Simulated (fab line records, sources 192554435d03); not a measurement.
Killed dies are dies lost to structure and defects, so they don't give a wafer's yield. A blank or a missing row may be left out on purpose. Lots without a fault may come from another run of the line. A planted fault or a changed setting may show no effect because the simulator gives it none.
Problem report in the 8D (eight disciplines) form, filled by code | flow n5_finfet | the parts of the form that need people (team, actions taken, sign-off) are left out

1. THE PROBLEM
raw_defect_count at N5_BEOL_M1_INSPECT_30 reads a mean of 1524 on 6 wafers of 2 lots; wafers without a fault read 383 with a standard deviation of 79. That is +14 standard deviations from the usual mean.
The step: inspects for defects (brightfield).
First seen on wafer L180.1, day 9 15:26, on defect_inspect-01. The record holds 24 wafers of 8 lots with a number at this step. Rule for "out", or "out of limits": more than 4 standard deviations from the usual mean. The other wafers with a number count as sound.

2. WHAT IT IS AND WHAT IT IS NOT
question                    | is                                   | is not
which readings at this step | raw_defect_count                     | -
which lots                  | L180, L182                           | L167, L170, L173, L181, L187, L188
which wafers of those lots  | all that have a number               | -
read on which gauges        | defect_inspect-01, defect_inspect-02 | -
when                        | from day 9 15:26                     | up to then (9 sound wafers); but 9 sound wafers of L181, L187, L188 came after

3. SUSPECTS, AND WHAT RULES EACH OUT
Counting: a tool at a process step up to the reading stays a suspect if it ran every lot that is out and no sound lot after the first of them.
- the gauge at N5_BEOL_M1_INSPECT_30: ruled out. The wafers that are out were read on 2 gauges (defect_inspect-01, defect_inspect-02).
- rie_diel-03 at N5_BEOL_M1_STRIP_19 (strips in O2): kept. It ran every lot that is out, first L180 (day 9 14:50), and no sound lot after that; its last sound lot up to then is L170 (day 6 22:43).
Left after counting: rie_diel-03 at N5_BEOL_M1_STRIP_19.

4. THE CAUSE (what the simulator had put in)
Chamber particle source: rie_diel-03, from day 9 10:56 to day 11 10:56, at N5_BEOL_M1_STRIP_19. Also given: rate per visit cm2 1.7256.
Counting left only this tool.

5. THE CHAIN OF EFFECTS, in route order
Each row: a reading whose mean over the struck wafers that have a number lies more than 3 standard deviations from the usual. Only readings for which the record gives a usual standard deviation are gone through. hours: the time from each lot's start at the first step in this table that gives one to its start at this step, as a median over the lots. sigmas: the change in usual standard deviations.
hours | step                    | reading              | usual  | on struck wafers | change | sigmas
0     | N5_BEOL_M1_INSPECT_30   | raw_defect_count     | 383    | 1524             | +1141  | +14
163   | N5_PASSIVATION_PROBE_49 | defect_limited_yield | 90.9 % | 81.4             | -9.5   | -6.3
163   | N5_PASSIVATION_PROBE_49 | killed_at_M0_to_M3   | 36     | 147              | +111   | +11
163   | N5_PASSIVATION_PROBE_49 | killed_dies          | 108    | 219              | +111   | +6.2
163   | N5_PASSIVATION_PROBE_49 | killed_on_rim        | 15     | 27               | +12    | +3.0
163   | N5_PASSIVATION_PROBE_49 | sort_bin_5_function  | 5.4 %  | 11.1             | +5.7   | +5.7
163   | N5_PASSIVATION_PROBE_49 | sort_n_pass          | 1072   | 961              | -111   | -6.2
163   | N5_PASSIVATION_PROBE_49 | sort_yield_pct       | 90.9 % | 81.4             | -9.5   | -6.3
The process steps in it:
- N5_PASSIVATION_PROBE_49
Later measuring or inspecting steps at which every struck wafer that the step has a row for has a number for every such reading, and none has moved that far: N5_BEOL_M4_RC_MEAS_101.

6. WHAT WOULD HAVE CAUGHT IT SOONER
In this record the first reading out of limits at a measuring or inspecting step was taken at day 9 15:26, 5 hours after the fault began at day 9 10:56.
Of the tool readings at N5_BEOL_M1_STRIP_19 for which the record gives a usual standard deviation, none was out on any struck wafer, so an alarm limit of 4 standard deviations on them would not have fired.
Of the lots that are out (2), L182 began N5_BEOL_M1_STRIP_19 on rie_diel-03 after day 9 15:26. A hold on the tool at that time would have spared it.
